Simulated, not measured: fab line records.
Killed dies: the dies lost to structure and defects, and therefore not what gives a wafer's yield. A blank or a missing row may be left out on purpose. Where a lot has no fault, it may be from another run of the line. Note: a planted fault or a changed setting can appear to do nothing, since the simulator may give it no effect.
fab line records	flow nand-harc
[record] lots = 7	wafers = 21	last-day = 24
route steps=1159 shown P_M2@330 END@1159
lots untouched by any fault: they come from a run of this same line in which no faults occurred
start-h: hours from the record's opening day to when the first of the lot's shown wafers began	wait-h: hours from the lot's prior step to this one	" identical to the entry in the row above	L1.1+2: a row that stands for several wafers	- either no value or no given start	* or withheld: withheld	< > ~ a bound
route shown NAME@n: NAME is a module with steps in the file, n the number in the route of the first one	usual: mean/standard deviation taken from wafers without a fault	same: alike in all rows	chamber/n: place in a boat	sites: per-site readings	_std_site: how widely they spread, as a standard deviation	_edge_site: outer sites' mean less inner sites'	radius-mm: for every site, how far away it sits from the centre of the wafer	mask NAME#n: copy n	behind: the tool/chamber that last shaped the wafer	hold: what put the lot on hold/how long, in hours/how the hold closed	device: the transistor (n, p or np) that didn't switch	end of line: tests run on the same wafers once the route is complete	where a step has no rows: the recipe by itself	killed: count of dies lost to structure and defects at first sort (not the wafer's yield)	map: shows each die of a wafer: x if killed, . if not, _ if none is there
set.NAME: the setting as run; set.NAME@STEP: as run at that earlier step	model.NAME: the simulator's own value behind a step, which no gauge read
lots seen at some steps along the route; tables by step, rows by wafer
services: when a tool's chamber went out of use (start-h, in hours from the record's first day, below 0 if earlier), for how many hours, and the reason
[[steps]]
[step NHARC_P_M2_INSPECT_11]
[usual] raw-defect-count = 4.2/2.8
lot.wafer	tool	chamber	start-h	wait-h	raw-defect-count
L956.2	defect-inspect-01	-	142.63	0.0	1
L956.4	"	-	"	"	5
L956.5	"	-	"	"	7
L958.2	defect-inspect-01	-	150.46	0.0	4
L958.3	"	-	"	"	7
L958.5	"	-	"	"	8
L957.1	defect-inspect-02	-	155.34	0.0	3
L957.2	"	-	"	"	5
L957.6	"	-	"	"	6
L961.1	defect-inspect-01	-	165.94	0.0	13
L961.4	"	-	"	"	9
L961.6	"	-	"	"	7
L964.1	defect-inspect-01	-	202.76	0.0	3
L964.4	"	-	"	"	1
L964.5	"	-	"	"	0
L967.1	defect-inspect-01	-	208.06	0.0	7
L967.2	"	-	"	"	5
L967.4	"	-	"	"	0
L974.3	defect-inspect-01	-	252.40	0.0	2
L974.5	"	-	"	"	8
L974.6	"	-	"	"	7
[step NHARC_P_M2_DESCUM_14]
[recipe] time-s = 3	o2-flow-sccm = 200	ar-flow-sccm = 0	bias-power-w = 0	chemistry = O2
[usual] drypump-motor-current-A = 5.6/0.54	oes-product-au = 1.001/0.01	rf-vpp-V = 57.7/0.93	showerhead-plenum-p-Torr = 1.92/0.1	throttle-valve-pct = 11.314/0.0088
lot.wafer	tool	chamber	start-h	wait-h	drypump-motor-current-A	oes-product-au	rf-hours-counter-h	rf-vpp-V	showerhead-plenum-p-Torr	throttle-valve-pct
L956.2	rie-diel-03	0	142.70	0.1	4.7	1.025	3	57.5	1.81	11.317
L956.4	"	1	"	"	6.0	0.999	3	60.3	2.01	11.299
L956.5	"	3	"	"	5.8	1.000	-	57.2	1.81	11.313
L958.2	rie-diel-03	0	150.54	0.1	4.7	1.017	4	59.0	1.81	11.315
L958.3	"	1	"	"	6.0	0.993	3	58.7	2.01	11.311
L958.5	"	2	"	"	6.2	0.993	-	58.7	2.07	11.324
L957.1	rie-diel-03	1	155.41	0.1	6.0	0.993	4	58.4	2.01	11.311
L957.2	"	3	"	"	5.7	0.978	4	56.2	1.81	11.316
L957.6	"	1	"	"	6.0	0.995	-	59.2	2.01	11.304
L961.1	rie-diel-04	2	166.00	0.1	6.2	0.991	18	57.9	1.94	11.305
L961.4	"	1	"	"	5.6	0.996	16	59.4	1.99	11.318
L961.6	"	2	"	"	6.2	0.999	-	56.3	1.94	11.326
L964.4	rie-diel-03	1	202.83	0.1	6.0	0.992	6	58.2	2.01	11.304
L964.1	"	3	"	"	5.7	0.971	6	57.9	1.81	11.309
L964.5	"	2	"	"	6.2	1.003	-	59.0	2.07	11.310
L967.4	rie-diel-03	2	208.12	0.1	6.2	1.004	5	57.7	2.07	11.314
L967.2	"	0	"	"	4.7	0.998	6	57.8	1.81	11.307
L967.1	"	1	"	"	6.0	0.997	6	58.1	2.01	11.318
L974.3	rie-diel-03	3	252.50	0.1	5.8	1.012	-	57.8	1.81	11.331
L974.6	"	3	"	"	5.8	1.025	-	56.9	1.81	11.323
L974.5	"	0	"	"	4.7	1.015	-	56.6	1.81	11.324
[step NHARC_P_M2_ETCH_35]
[recipe] target-depth-a = 400	overetch-a = 120	time-s = 43.94	ion-energy-ev = 200	n2-flow-sccm = 150	h2-flow-sccm = 150	ar-flow-sccm = 0	rf-w = 400	bias-w = 150	chemistry = N2/H2
[step NHARC_P_M2_ETCH_15]
[recipe] target-depth-a = 1825	time-s = 91.2	c4f8-flow-sccm = withheld	ar-flow-sccm = 400	rf-w = 600	bias-w = 300	chemistry = C4F8/Ar
[usual] oes-product-au = 0.951/0.022	rf-vpp-V = 441/3.4
lot.wafer	tool	chamber	start-h	wait-h	oes-product-au	rf-hours-counter-h	rf-vpp-V
L956.2	rie-diel-03	1	-	-	0.953	3	443
L956.4	"	2	"	"	0.956	2	445
L956.5	"	1	"	"	0.946	-	445
L958.2	rie-diel-03	1	-	-	0.929	3	444
L958.3	"	0	"	"	0.935	4	437
L958.5	"	2	"	"	0.931	-	445
L957.2	rie-diel-03	0	-	-	0.972	4	439
L957.1	"	1	"	"	0.955	4	444
L957.6	"	0	"	"	0.965	-	440
L961.1	rie-diel-04	1	-	-	0.927	16	444
L961.4	"	2	"	"	0.924	18	442
L961.6	"	2	"	"	0.925	-	443
L964.1	rie-diel-03	2	-	-	0.962	5	447
L964.4	"	3	"	"	0.970	6	437
L964.5	"	0	"	"	0.995	-	439
L967.1	rie-diel-03	3	-	-	0.944	6	437
L967.2	"	0	"	"	0.979	6	438
L967.4	"	2	"	"	0.962	5	445
L974.3	rie-diel-03	0	252.75	0.1	0.955	-	437
L974.5	"	0	"	"	0.953	-	436
L974.6	"	3	"	"	0.958	-	439
[step NHARC_P_M2_CD_MEAS_16]
[usual] cd-nm = 169.8/0.78
lot.wafer	tool	chamber	start-h	wait-h	cd-nm
L956.2	cd-sem-03	-	143.02	-	168.6
L956.4	"	-	"	"	169.2
L956.5	"	-	"	"	168.8
L958.2	cd-sem-01	-	150.89	-	170.1
L958.3	"	-	"	"	170.2
L958.5	"	-	"	"	171.0
L957.1	cd-sem-02	-	155.70	-	170.4
L957.2	"	-	"	"	169.6
L957.6	"	-	"	"	170.6
L961.1	cd-sem-02	-	166.31	-	170.7
L961.4	"	-	"	"	169.9
L961.6	"	-	"	"	171.0
L964.1	cd-sem-03	-	203.13	-	169.7
L964.4	"	-	"	"	170.6
L964.5	"	-	"	"	171.0
L967.1	cd-sem-02	-	208.43	-	170.5
L967.2	"	-	"	"	170.0
L967.4	"	-	"	"	170.5
L974.3	cd-sem-03	-	252.91	0.1	168.5
L974.5	"	-	"	"	169.9
L974.6	"	-	"	"	169.3
[step NHARC_P_M2_STRIP_18]
[recipe] power-w = 1000	n2-flow-sccm = 150	h2-flow-sccm = 150	ar-flow-sccm = 0	bias-w = 0	chemistry = N2/H2
[step NHARC_P_M2_ETCH_28]
[recipe] target-depth-a = 300	over-etch-frac = 0.3	time-s = 72.99	ion-energy-ev = 150	cf4-flow-sccm = 50	n2-flow-sccm = 100	ar-flow-sccm = 150	rf-w = 300	bias-w = 100	chemistry = CF4/N2
[usual] drypump-motor-current-A = 5.6/0.56	oes-product-au = 1.002/0.011	rf-vpp-V = 314.1/2.4	showerhead-plenum-p-Torr = 2.62/0.13	throttle-valve-pct = 19.795/0.0082
lot.wafer	tool	chamber	start-h	wait-h	drypump-motor-current-A	oes-product-au	rf-hours-counter-h	rf-vpp-V	showerhead-plenum-p-Torr	throttle-valve-pct
L956.4	rie-diel-04	3	-	-	5.8	1.004	8	315.5	2.63	19.778
L956.2	"	2	"	"	6.2	0.998	10	314.3	2.66	19.803
L956.5	"	3	"	"	5.7	0.995	-	312.8	2.63	19.791
L958.2	rie-diel-03	3	-	-	5.7	0.990	3	309.4	2.50	19.794
L958.3	"	0	"	"	4.7	1.018	4	312.1	2.50	19.797
L958.5	"	3	"	"	5.8	0.986	-	312.0	2.50	19.804
L957.1	rie-diel-03	1	-	-	6.0	0.995	4	315.6	2.75	19.797
L957.2	"	2	"	"	6.2	1.004	3	317.2	2.83	19.798
L957.6	"	0	"	"	4.7	1.006	-	312.4	2.50	19.788
L961.1	rie-diel-02	3	-	-	5.1	0.994	1	315.4	2.70	19.786
L961.4	"	0	"	"	5.5	1.001	1	315.8	2.64	19.806
L961.6	"	2	"	"	6.1	0.986	-	311.7	2.58	19.799
L964.4	rie-diel-03	2	-	-	6.2	0.995	5	316.6	2.83	19.804
L964.1	"	1	"	"	6.0	1.001	6	315.3	2.75	19.788
L964.5	"	3	"	"	5.7	0.994	-	312.4	2.50	19.797
L967.2	rie-diel-03	1	-	-	6.0	0.995	6	316.3	2.75	19.790
L967.4	"	2	"	"	6.2	1.002	5	316.9	2.83	19.802
L967.1	"	3	"	"	5.7	0.995	6	313.0	2.50	19.802
L974.3	rie-diel-03	0	253.40	0.2	4.7	1.023	-	312.4	2.49	19.795
L974.6	"	0	"	"	4.7	1.019	-	313.1	2.49	19.780
L974.5	"	3	"	"	5.7	1.014	-	310.7	2.50	19.804
[step NHARC_P_M2_STRIP_19]
[recipe] time-s = 600	temp-c = 30	chemistry = post-etch-residue-remover
[step NHARC_P_M2_DEGAS_29]
[recipe] temp-c = 250	time-s = 60
[step NHARC_P_M2_PRE_CLEAN_30]
[recipe] time-s = 30	temp-c = 280	gas = H2/He
[usual] heater-power-w = 416/40
lot.wafer	tool	chamber	start-h	wait-h	heater-power-w
L956.2	pvd-sputter-02	-	-	-	386
L956.4	"	-	"	"	486
L956.5	"	-	"	"	373
L958.3	pvd-sputter-03	-	-	-	409
L958.2	"	-	"	"	405
L958.5	"	-	"	"	402
L957.1	pvd-sputter-01	-	-	-	360
L957.2	"	-	"	"	370
L957.6	"	-	"	"	363
L961.1	pvd-sputter-02	-	-	-	408
L961.4	"	-	"	"	480
L961.6	"	-	"	"	383
L964.4	pvd-sputter-02	-	-	-	481
L964.1	"	-	"	"	407
L964.5	"	-	"	"	481
L967.4	pvd-sputter-02	-	-	-	382
L967.1	"	-	"	"	409
L967.2	"	-	"	"	485
L974.3	pvd-sputter-03	-	-	-	402
L974.6	"	-	"	"	401
L974.5	"	-	"	"	396
[step NHARC_P_M2_PVD_20]
[recipe] target-thk-a = 50	bias-v = 168.6	power-w = 15000	chamber-pressure-pa = 0.12	time-s = 8.06	substrate-temp-c = 50	material = TaN
[step NHARC_P_M2_PVD_21]
[recipe] target-thk-a = 300	chamber-pressure-pa = 5	power-w = 5000	substrate-temp-c = 30	time-s = 20.49	material = Cu
[usual] throttle-valve-pct = 30.3/1
lot.wafer	tool	chamber	start-h	wait-h	throttle-valve-pct
L956.4	pvd-sputter-02	-	-	-	31.2
L956.2	"	-	"	"	30.7
L956.5	"	-	"	"	31.3
L958.2	pvd-sputter-03	-	-	-	30.2
L958.3	"	-	"	"	29.6
L958.5	"	-	"	"	30.8
L957.1	pvd-sputter-01	-	-	-	31.7
L957.2	"	-	"	"	28.0
L957.6	"	-	"	"	31.6
L961.4	pvd-sputter-02	-	-	-	31.5
L961.1	"	-	"	"	31.0
L961.6	"	-	"	"	30.0
L964.1	pvd-sputter-02	-	-	-	30.3
L964.4	"	-	"	"	31.0
L964.5	"	-	"	"	31.7
L967.2	pvd-sputter-02	-	-	-	31.5
L967.4	"	-	"	"	29.9
L967.1	"	-	"	"	31.1
L974.3	pvd-sputter-03	-	-	-	29.6
L974.5	"	-	"	"	29.8
L974.6	"	-	"	"	29.2
[step NHARC_P_M2_ECD_22]
[recipe] target-thk-a = 4000	bath-temp-c = 25	material = Cu
lot.wafer	tool	chamber	start-h	wait-h
L956.2+4+5	ecd-cu-02	0,1,1	144.17	-
L958.2+3+5	ecd-cu-02	0	152.01	-
L957.2+1+6	ecd-cu-02	0,1,0	156.81	-
L961.1+4+6	ecd-cu-02	1	167.53	-
L964.1+4+5	ecd-cu-01	0	204.21	-
L964.1+4+5	ecd-cu-01	0	205.33	-
L967.1+2+4	ecd-cu-01	0,1,1	209.52	-
L967.1+2+4	ecd-cu-01	0,1,1	210.07	-
L974.3+5+6	ecd-cu-02	1,1,0	254.27	-
L974.3+5+6	ecd-cu-02	1,1,0	254.81	0.5
[step NHARC_P_M2_ANNEAL_31]
[recipe] temp-c = 225	time-s = 90
[step NHARC_P_M2_CMP_23]
[recipe] t-overpolish-s = 20	target-thk-nm = 144.3
[usual] motor-current-A = 12.4/1.1	time-to-endpoint-s = 29.2/2.5
lot.wafer	tool	chamber	start-h	wait-h	motor-current-A	time-to-endpoint-s
L956.2	cmp-04	1	144.87	-	12.6	27.4
L956.4	"	2	"	"	10.3	29.7
L956.5	"	0	"	"	12.6	29.6
L958.3	cmp-01	1	152.74	-	12.2	29.3
L958.2	"	2	"	"	11.1	28.2
L958.5	"	0	"	"	14.3	29.5
L957.1	cmp-01	0	157.90	-	15.0	29.5
L957.2	"	1	"	"	12.1	29.8
L957.6	"	3	"	"	11.0	29.0
L961.1	cmp-01	3	168.25	-	10.6	33.1
L961.4	"	0	"	"	15.6	28.8
L961.6	"	0	"	"	14.5	30.4
L964.1	cmp-01	1	206.38	-	12.1	58.8
L964.4	"	3	"	"	11.1	58.0
L964.5	"	2	"	"	11.9	57.8
L967.2	cmp-01	0	210.90	-	14.8	63.0
L967.1	"	1	"	"	11.7	62.4
L967.4	"	2	"	"	11.3	60.2
L974.3	cmp-01	2	255.48	-	10.8	55.9
L974.6	"	2	"	"	10.9	55.0
L974.5	"	3	"	"	10.9	54.5
[step NHARC_P_M2_THK_MEAS_24]
[recipe] thk-meas-gauge = xrf
[usual] thk-nm = 144.4/1.4
lot.wafer	tool	chamber	start-h	wait-h	thk-nm
L956.2	film-metro-02	-	145.16	-	144.7
L956.4	"	-	"	"	143.5
L956.5	"	-	"	"	144.8
L958.2	film-metro-01	-	153.01	-	145.2
L958.3	"	-	"	"	143.3
L958.5	"	-	"	"	145.3
L957.1	film-metro-01	-	158.18	-	145.5
L957.2	"	-	"	"	146.0
L957.6	"	-	"	"	144.5
L961.1	film-metro-01	-	168.56	-	144.7
L961.4	"	-	"	"	146.9
L961.6	"	-	"	"	145.4
L964.1	film-metro-02	-	206.69	-	144.1
L964.4	"	-	"	"	142.2
L964.5	"	-	"	"	145.4
L967.1	film-metro-01	-	211.18	-	145.5
L967.2	"	-	"	"	144.2
L967.4	"	-	"	"	142.8
L974.3	film-metro-01	-	255.80	-	144.7
L974.5	"	-	"	"	141.9
L974.6	"	-	"	"	144.5
[step NHARC_END_SORT_01]
[recipe] temp-c = 25
[usual] defect-limited-yield = 95.3/1.3	killed-at-array = 28/8.6	killed-at-other = 0.7/1.2	killed-at-periphery = 3.1/2.3	killed-dies = 32/8.7	killed-open = 3.2/1.7	killed-short = 2.0/1.5	sort_bin_2_pct = 1.5/0.58	sort_bin_3_pct = 0.28/0.22	sort_bin_4_pct = 3.0/0.86	sort-n-pass = 645/8.7	sort-rim-yield-pct = 97.8/1.4	sort-yield-pct = 95.3/1.3
[same] gross-dies = 677	sort_bin_5_pct[%] = 0	sort_bin_6_pct[%] = 0	sort_bin_7_pct[%] = 0	sort_bin_8_pct[%] = 0	sort-rim-n-gross = 106.00
lot.wafer	tool	chamber	start-h	wait-h	defect-limited-yield[%]	killed-at-array	killed-at-other	killed-at-periphery	killed-dies	killed-open	killed-short	sort_bin_2_pct[%]	sort_bin_3_pct[%]	sort_bin_4_pct[%]	sort-n-pass	sort-rim-yield-pct[%]	sort-yield-pct[%]
L958.2	prober-01	0	460.70	2.8	95.9	21	1	6	28	6	1	0.9	0.15	3.1	649	97.2	95.9
L958.3	prober-01	0	461.50	3.1	95.9	22	0	6	28	6	1	0.7	0	3.4	649	98.1	95.9
L958.5	prober-01	0	463.10	3.7	96.2	23	0	3	26	4	2	2.1	0	1.8	651	95.3	96.2
L961.1	prober-01	0	485.14	2.5	96.3	14	0	11	25	2	0	1.5	0.30	1.9	652	99.1	96.3
L961.4	prober-01	0	487.50	3.4	95.6	22	0	8	30	2	2	1.0	0.44	3.0	647	98.1	95.6
L961.6	prober-01	0	489.08	3.9	95.4	23	2	6	31	5	3	2.1	0.30	2.2	646	100.0	95.4
L967.1	prober-02	0	507.28	2.5	95.1	30	0	3	33	1	1	2.1	0.74	2.1	644	98.1	95.1
L967.4	prober-02	0	509.67	3.4	95.9	28	0	0	28	4	2	1.8	0.30	2.1	649	99.1	95.9
L964.1	prober-01	0	508.58	2.6	95.1	33	0	0	33	2	0	1.9	0	3.0	644	99.1	95.1
L964.4	prober-01	0	511.00	3.4	93.6	43	0	0	43	3	1	1.9	0.15	4.3	634	99.1	93.6
L964.5	prober-01	0	511.80	3.7	93.1	47	0	0	47	1	2	2.7	0.30	4.0	630	97.2	93.1
// killed by level:class
L958.2 A_SLIT:chamber-film-flake=13 A_STAIRCASE:chamber-film-flake=2 P_M0:geometric-particle:open=2 P_ZERO_WELL:chamber-film-flake=2 P_CONTACT:geometric-particle:short=1 P_M1:geometric-particle:open=1 A_ONON_D1:geometric-particle:open=1 A_BLC:geometric-particle:open=1
L958.3 A_SLIT:chamber-film-flake=8 A_STAIRCASE:chamber-film-flake=4 A_SGD_CUT:chamber-film-flake=3 A_CONTACT:geometric-particle:open=2 P_ZERO_WELL:chamber-film-flake=2 A_CHANNEL_HOLE_D1:chamber-film-flake=2 P_CONTACT:geometric-particle:open=1 P_M0:geometric-particle:open=1
L958.5 A_SLIT:chamber-film-flake=8 A_CONTACT:geometric-particle:open=3 P_ZERO_WELL:chamber-film-flake=3 A_CHANNEL_HOLE_D1:chamber-film-flake=3 A_STAIRCASE:chamber-film-flake=3 A_CHANNEL_FILL_D1:geometric-particle:open=1 A_WL_FILL:geometric-particle:short=1 A_CONTACT:geometric-particle:short=1
L961.1 A_SLIT:chamber-film-flake=7 P_CONTACT:chamber-film-flake=5 P_ZERO_WELL:chamber-film-flake=4 P_CONTACT:geometric-particle:open=2 A_CHANNEL_HOLE_D1:chamber-film-flake=2 A_STAIRCASE:chamber-film-flake=2 A_M1:chamber-film-flake=2 A_CONTACT:chamber-film-flake=1
L961.4 A_SLIT:chamber-film-flake=10 P_CONTACT:chamber-film-flake=4 A_STAIRCASE:chamber-film-flake=3 A_M1:chamber-film-flake=3 A_ZERO_WELL:chamber-film-flake=2 P_CONTACT:geometric-particle:short=1 P_CONTACT:geometric-particle:open=1 A_ONON_D1:geometric-particle:open=1
L961.6 A_SLIT:chamber-film-flake=10 A_CHANNEL_HOLE_D1:chamber-film-flake=4 P_ZERO_WELL:chamber-film-flake=2 P_STI:chamber-film-flake=2 P_CONTACT:chamber-film-flake=2 A_ONON_D1:geometric-particle:open=1 A_CHANNEL_HOLE_D1:geometric-particle:short=1 A_CHANNEL_FILL_D1:geometric-particle:open=1
L967.1 A_CHANNEL_HOLE_D1:chamber-film-flake=22 A_CONTACT:chamber-film-flake=3 P_CONTACT:chamber-film-flake=2 A_WL_FILL:chamber-film-flake=2 A_ONON_D1:geometric-particle:short=1 A_M0:geometric-particle:open=1 P_ZERO_WELL:chamber-film-flake=1 A_STAIRCASE:chamber-film-flake=1
L964.1 A_CHANNEL_HOLE_D1:chamber-film-flake=12 A_SLIT:chamber-film-flake=10 A_STAIRCASE:chamber-film-flake=3 A_WL_FILL:chamber-film-flake=3 A_SGD_CUT:chamber-film-flake=2 A_CHANNEL_FILL_D1:geometric-particle:open=1 A_CONTACT:geometric-particle:open=1 A_ZERO_WELL:chamber-film-flake=1
L967.4 A_CHANNEL_HOLE_D1:chamber-film-flake=22 A_ONON_D1:geometric-particle:open=1 A_STAIRCASE:geometric-particle:open=1 A_SGD_CUT:geometric-particle:open=1 A_SGD_CUT:geometric-particle:short=1 A_CONTACT:geometric-particle:open=1 A_M1:geometric-particle:short=1
L964.4 A_CHANNEL_HOLE_D1:chamber-film-flake=16 A_SLIT:chamber-film-flake=16 A_WL_FILL:chamber-film-flake=4 A_STAIRCASE:chamber-film-flake=2 A_ONON_D1:geometric-particle:open=1 A_CHANNEL_FILL_D1:geometric-particle:short=1 A_CONTACT:geometric-particle:open=1 A_M1:geometric-particle:open=1
L964.5 A_CHANNEL_HOLE_D1:chamber-film-flake=23 A_SLIT:chamber-film-flake=13 A_WL_FILL:chamber-film-flake=4 A_CHANNEL_FILL_D1:geometric-particle:short=2 A_STAIRCASE:chamber-film-flake=2 A_SGD_CUT:geometric-particle:open=1 A_CHANNEL_FILL_D1:chamber-film-flake=1 A_SGD_CUT:chamber-film-flake=1
[[services]]
tool	chamber	start-h	hours	kind
rie-diel-03	2	120.71	3.7	repair
rie-diel-03	0	120.80	-	clean
pvd-sputter-02	-	125.49	1.7	repair
pvd-sputter-01	-	137.52	0.8	repair
rie-diel-02	-	140.44	1.9	repair
rie-diel-03	2	144.53	4.2	repair
ecd-cu-01	-	145.26	0.3	repair
rie-diel-02	-	150.83	9.0	pm
pvd-sputter-01	-	158.09	10.0	pm
rie-diel-03	1	159.13	3.0	repair
rie-diel-04	3	173.13	4.1	repair
cmp-01	-	179.50	4.0	pm
ecd-cu-02	-	180.53	8.0	pm
rie-diel-04	2	185.68	6.1	repair
pvd-sputter-03	-	194.66	1.5	repair
pvd-sputter-03	-	199.85	2.3	repair
ecd-cu-02	-	200.65	2.0	repair
cmp-04	-	203.00	4.0	pm
cmp-01	-	212.13	1.0	repair
pvd-sputter-02	-	214.00	10.0	pm
rie-diel-03	-	215.30	9.0	pm
rie-diel-03	2	235.27	26.1	repair
rie-diel-03	0	241.72	1.2	repair
cmp-04	-	250.04	0.5	repair
[[key]]
[first-sign] step = NHARC_P_M2_ECD_22	reading = visit	direction = added
[effect] step = NHARC_P_M2_CMP_23	reading = time-to-endpoint-s	direction = up	sigmas = 12	usual = *	struck = *
met-at NHARC_P_M2_ECD_22
struck-wafers L964.1,L964.4,L964.5,L967.1,L967.2,L967.4,L974.3,L974.5,L974.6
[fault] kind = repeated-step-whole	tool = ecd-cu-01,ecd-cu-02	chamber = -	onset-h = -	steps = NHARC_P_M2_ECD_22	times = 1	scope = struck-lots-only
